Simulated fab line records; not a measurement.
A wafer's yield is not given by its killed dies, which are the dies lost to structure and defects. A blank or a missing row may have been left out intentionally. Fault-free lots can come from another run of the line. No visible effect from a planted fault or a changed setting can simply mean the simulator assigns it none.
One fault seen from 2 desks :: flow n5_finfet :: only its own numbers are on each desk; what lay behind them is given at the end

== THE METROLOGY DESK ==
Means of the sampled wafers that have a number, per lot and without regard to the tool the lot ran on: this is what the gauges read. If a lot's mean is further than 4 standard deviations from the usual mean, the lot is out of limits and carries the mark OUT (the distance appears in the brackets).
Columns: A = MIM_TOP_OVL at N5_MIM_TOP_LITHO_OVL_MEAS_11, usual 0 nm
lot: L548
first seen here: day 11 13:55
A: -7

lot: L550
first seen here: day 12 12:03
A: -2

lot: L553
first seen here: day 13 10:43
A: -4

lot: L555
first seen here: day 13 16:49
A: -6

lot: L556
first seen here: day 13 23:17
A: 7

lot: L560
first seen here: day 15 06:41
A: -1

lot: L564
first seen here: day 15 20:28
A: 2

lot: L563
first seen here: day 16 08:58
A: -0

lot: L566
first seen here: day 16 13:03
A: -1

lot: L568
first seen here: day 17 02:59
A: -8

lot: L570
first seen here: day 17 18:25
A: 1
Finding of this desk: none of the 11 lots has anything out of limits.

== TOOL OWNER'S DESK, rie_diel-02 ==
The tool's own readings at N5_MIM_BOT_ETCH_ETCH_04 (etches SiNx in CF4/O2, target depth 26 nm, time 13 s): means of the sampled wafers that have a number, for each lot that ran on this tool. If a lot's mean is further than 4 standard deviations from the usual mean, the lot is out of limits and carries the mark OUT (the distance appears in the brackets).
Columns: A = cf4_flow_sccm at N5_MIM_BOT_ETCH_ETCH_04, usual 100.0 sccm; B = drypump_motor_current_A at N5_MIM_BOT_ETCH_ETCH_04, usual 5.8 A; C = oes_o_777_au at N5_MIM_BOT_ETCH_ETCH_04, usual 0.78 a.u.; D = oes_product_au at N5_MIM_BOT_ETCH_ETCH_04, usual 0.78 a.u.; E = rf_vpp_V at N5_MIM_BOT_ETCH_ETCH_04, usual 240.3 V; F = showerhead_plenum_p_Torr at N5_MIM_BOT_ETCH_ETCH_04, usual 2.16 Torr; G = throttle_valve_pct at N5_MIM_BOT_ETCH_ETCH_04, usual 16.00 %
lot: L548
first seen here: day 11 14:55
A: 100.4
B: 6.0
C: 0.71
D: 0.71
E: 239.8
F: 2.19
G: 16.28

lot: L550
first seen here: day 12 14:08
A: 99.9
B: 6.0
C: 0.72
D: 0.72
E: 238.9
F: 2.20
G: 16.33

lot: L555
first seen here: day 13 17:49
A: 100.0
B: 5.9
C: 0.72
D: 0.71
E: 239.7
F: 2.17
G: 16.17

lot: L556
first seen here: day 14 00:56
A: 99.6
B: 5.9
C: 0.74
D: 0.74
E: 240.5
F: 2.17
G: 16.02

lot: L560
first seen here: day 15 07:54
A: 70.0 (-99 or more) OUT
B: 5.8
C: 1.09
D: 0.72
E: 231.1 (-4.6) OUT
F: 1.93 (-6.7) OUT
G: 14.83 (-4.7) OUT

lot: L563
first seen here: day 16 10:16
A: 69.7 (-99 or more) OUT
B: 5.9
C: 1.02
D: 0.67
E: 230.0 (-5.2) OUT
F: 1.95 (-6.1) OUT
G: 15.17
This desk's finding: out of limits on L560, L563; first on L560, day 15 07:54 (cf4_flow_sccm at N5_MIM_BOT_ETCH_ETCH_04). In limits: L548, L550, L555, L556.

== ALL TOGETHER ==
On L560, L563, at day 15 07:54, an alarm was possible from the tool owner's desk.
Metrology desk: nothing out of limits seen.
The metrology desk has L560, L563 on record, within its limits.
On rie_diel-02, each named lot ran N5_MIM_BOT_ETCH_ETCH_04.

== WHAT THE SIMULATOR HAD PUT IN ==
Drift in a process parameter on rie_diel-02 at N5_MIM_BOT_ETCH_ETCH_04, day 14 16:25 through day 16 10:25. The setting cf4_flow_sccm was moved by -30, starting from 100. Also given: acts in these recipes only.
Shown lots that were struck: L560, L563.
Hours from the fault's start to each desk's first reading out of limits: the tool owner's desk, 15.
